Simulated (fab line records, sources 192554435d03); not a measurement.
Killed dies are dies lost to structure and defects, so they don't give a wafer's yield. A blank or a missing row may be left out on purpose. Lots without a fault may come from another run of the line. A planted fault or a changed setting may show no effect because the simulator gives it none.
Split-lot experiment | flow n5_finfet | 7 lots, 21 wafers read, on a route of 1938 steps

THE SPLIT
At N5_BEOL_M6_ETCH_66 (etches SOC in N2/H2, target depth 80 nm, overetch 16 nm, time 120 s), the setting bias_w was moved away from the recipe's 150 W on 4 of the 21 wafers read, by -14.4% to +17.9%. The other wafers ran this setting at the recipe's value.

The reading is taken at the split's own step.

THE READING
rf_vpp_V, in V, at N5_BEOL_M6_ETCH_66 (etches SOC in N2/H2, target depth 80 nm, overetch 16 nm, time 120 s). Fault-free wafers of this fab line usually give 523.1 V, standard deviation 2.3 V.

wafer  | tool, chamber at the split | bias_w as run, W | against the recipe | rf_vpp_V, V | against lot-mates on the recipe
L074.1 | rie_diel-04, 0             | 176.8            | +17.9%             | 579.1       | +58.0
L074.4 | rie_diel-04, 1             | 150              | recipe             | 520.6       | -
L074.5 | rie_diel-04, 0             | 150              | recipe             | 521.6       | -
L076.3 | rie_diel-04, 2             | 150              | recipe             | 527.1       | -
L076.4 | rie_diel-04, 0             | 150              | recipe             | 521.5       | -
L076.6 | rie_diel-04, 0             | 150              | recipe             | 522.0       | -
L075.3 | rie_diel-01, 0             | 128.4            | -14.4%             | 471.6       | -53.5
L075.4 | rie_diel-01, 3             | 150              | recipe             | 522.5       | -
L075.5 | rie_diel-01, 1             | 150              | recipe             | 527.7       | -
L078.2 | rie_diel-03, 2             | 150              | recipe             | 524.9       | -
L078.5 | rie_diel-03, 3             | 136.1            | -9.3%              | 491.5       | -33.4
L078.6 | rie_diel-03, 0             | 136.1            | -9.3%              | 491.6       | -33.3
L089.1 | rie_diel-04, 0             | 150              | recipe             | 521.7       | -
L089.3 | rie_diel-04, 3             | 150              | recipe             | 524.3       | -
L089.4 | rie_diel-04, 2             | 150              | recipe             | 524.8       | -
L091.2 | rie_diel-01, 1             | 150              | recipe             | 526.9       | -
L091.3 | rie_diel-01, 3             | 150              | recipe             | 521.9       | -
L091.4 | rie_diel-01, 2             | 150              | recipe             | 523.0       | -
L092.1 | rie_diel-04, 3             | 150              | recipe             | 525.9       | -
L092.2 | rie_diel-04, 1             | 150              | recipe             | 520.9       | -
L092.4 | rie_diel-04, 2             | 150              | recipe             | 524.6       | -

THE FIT
A straight line over all 21 wafers: rf_vpp_V changes by +3.33 V for each +1% of bias_w; r = +0.99; the points scatter about the line by 2.5 V.
The same after taking each lot's own level away (the mean of its wafers on the recipe; 21 wafers): +3.46 V for each +1%; r = +0.99; scatter 2.2 V.
On that fit, the largest move of bias_w shifts the reading by 62 V.
The lots' own levels span 521.10 to 525.10 V, that is 1.7 times the standard deviation above.
So the lot-to-lot level changes the slope little: the two slopes agree.
Check: with one of the wafers moved furthest among these (+17.9%) left out of the fit, the line predicts +65.5 V for it against its lot-mates. It came out at +58 V against them.
Tool readings at the split's step, against how far the setting was moved: rf_vpp_V r = +0.99.

OTHER SPLITS ON THESE WAFERS
These wafers also went through other splits before the reading. Each is held against what the fit with the lots' levels taken away leaves over:
other split on the same wafers | wafers away from the commonest value | r with rf_vpp_V (lot level and that fit taken away)
N5_BEOL_M6_DESCUM_33 time_s    | 9                                    | +0.17

THE WHOLE CHAIN: every reading that the file lists as answering this split, in the file's order
step               | what it does                                                        | reading                                                                          | change (the file's fit)                | r (the file's)
N5_BEOL_M6_ETCH_66 | etches SOC in N2/H2, target depth 80 nm, overetch 16 nm, time 120 s | rf_vpp_V                                                                         | +3.45 V for each +1% of the setting    | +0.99
N5_BEOL_M6_ETCH_66 | etches SOC in N2/H2, target depth 80 nm, overetch 16 nm, time 120 s | SiARC_of_BEOL_M6_COAT_64.thk_nm (the simulator's own value, which no gauge read) | -0.0759 nm for each +1% of the setting | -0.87

THE FILE'S OWN FIT
rf_vpp_V changes by +3.45 V for each +1% of bias_w, r = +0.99.
